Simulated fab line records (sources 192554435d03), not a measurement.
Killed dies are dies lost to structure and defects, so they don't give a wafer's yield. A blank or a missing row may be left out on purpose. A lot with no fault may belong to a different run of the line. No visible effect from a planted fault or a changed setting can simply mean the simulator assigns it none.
Which of the tools did it? -- flow n5Finfet -- 33 wafers from 11 lots sampled at 3 of the route's 1938 steps

WHAT THE GAUGES SHOWED, per wafer
N5_BEOL_M11_THK_MEAS_53: measures by xrf.
lot,measured,on,M11_THK (nm)
L371,day 12 19:26,filmMetro-02,139.6 139.2 142.1
L375,day 13 12:42,filmMetro-01,137.6 139.5 140.2
L372,day 13 12:58,filmMetro-01,140.4 145.0 144.7
L376,day 13 13:01,filmMetro-02,142.5 139.3 140.6
L374,day 13 16:01,filmMetro-02,146.2 144.8 146.4
L380,day 15 01:13,filmMetro-02,144.5 138.1 139.1
L382,day 15 08:35,filmMetro-01,137.5 137.4 139.2
L388,day 16 10:04,filmMetro-02,140.0 139.7 144.2
L390,day 17 19:59,filmMetro-01,140.5 142.8 144.5
L391,day 17 23:38,filmMetro-01,145.5 142.2 142.6
L392,day 18 18:07,filmMetro-02,145.4 143.5 145.4

TOOL THAT RAN EACH LOT (tool first, then ch and the chambers of the sampled wafers, then the start)
lot,N5_BEOL_M11_DEGAS_44,N5_BEOL_M11_PRE_CLEAN_45
L371,"pvdSputter-03, day 12 15:52","pvdSputter-03, day 12 15:55"
L375,"pvdSputter-03, day 13 11:17","pvdSputter-03, day 13 11:20"
L372,"pvdSputter-03, day 13 11:27","pvdSputter-03, day 13 11:29"
L376,"pvdSputter-01, day 13 11:35","pvdSputter-01, day 13 11:38"
L374,"pvdSputter-03, day 13 13:28","pvdSputter-03, day 13 13:30"
L380,"pvdSputter-01, day 14 22:06","pvdSputter-01, day 14 22:08"
L382,"pvdSputter-03, day 15 05:35","pvdSputter-03, day 15 05:38"
L388,"pvdSputter-01, day 16 08:08","pvdSputter-01, day 16 08:11"
L390,"pvdSputter-02, day 17 18:09","pvdSputter-02, day 17 18:11"
L391,"pvdSputter-02, day 17 21:45","pvdSputter-02, day 17 21:47"
L392,"pvdSputter-03, day 18 16:06","pvdSputter-03, day 18 16:08"
- N5_BEOL_M11_DEGAS_44: time 60 s.
- N5_BEOL_M11_PRE_CLEAN_45: time 30 s.

AS READ BY THE TOOLS THEMSELVES (means over the sampled wafers that have a number; for cases with no such wafer, the mark the record gives instead)
N5_BEOL_M11_DEGAS_44.
lot,tool,heaterPowerW (W)
L371,pvdSputter-03,332
L375,pvdSputter-03,315
L372,pvdSputter-03,333
L376,pvdSputter-01,323
L374,pvdSputter-03,334
L380,pvdSputter-01,341
L382,pvdSputter-03,322
L388,pvdSputter-01,318
L390,pvdSputter-02,328
L391,pvdSputter-02,333
L392,pvdSputter-03,329

N5_BEOL_M11_PRE_CLEAN_45.
lot,tool,heaterPowerW (W)
L371,pvdSputter-03,336
L375,pvdSputter-03,303
L372,pvdSputter-03,339
L376,pvdSputter-01,321
L374,pvdSputter-03,330
L380,pvdSputter-01,337
L382,pvdSputter-03,330
L388,pvdSputter-01,314
L390,pvdSputter-02,332
L391,pvdSputter-02,332
L392,pvdSputter-03,327

THE ANSWER, worked out from the rows above alone
Rule: what is usual is taken from the lots themselves. Put in order of their means at a reading, lots are off if they are a third of the lots or fewer, leave a main group of 4 or more, and stand apart from it by a gap of 3 or more times the standard deviation of the main group's means; of several such gaps the widest counts. The tables above print the reading to a certain number of digits; a main group whose means all agree to those digits is not used. Also off: a lot with no number at a reading for which 4 or more lots have one. Where the step has rows for the other lots, those lots are counted as sound. After the gauges, taken in route order, come the tools' own readings; for these a lot's mean is taken, as printed above. The first step at which some lot is off is used, and at that step the reading that is off furthest; a lot without a number counts as furthest.
None of the lots is off at any reading shown; this tells nothing.

WHAT WAS PUT IN BY THE SIMULATOR
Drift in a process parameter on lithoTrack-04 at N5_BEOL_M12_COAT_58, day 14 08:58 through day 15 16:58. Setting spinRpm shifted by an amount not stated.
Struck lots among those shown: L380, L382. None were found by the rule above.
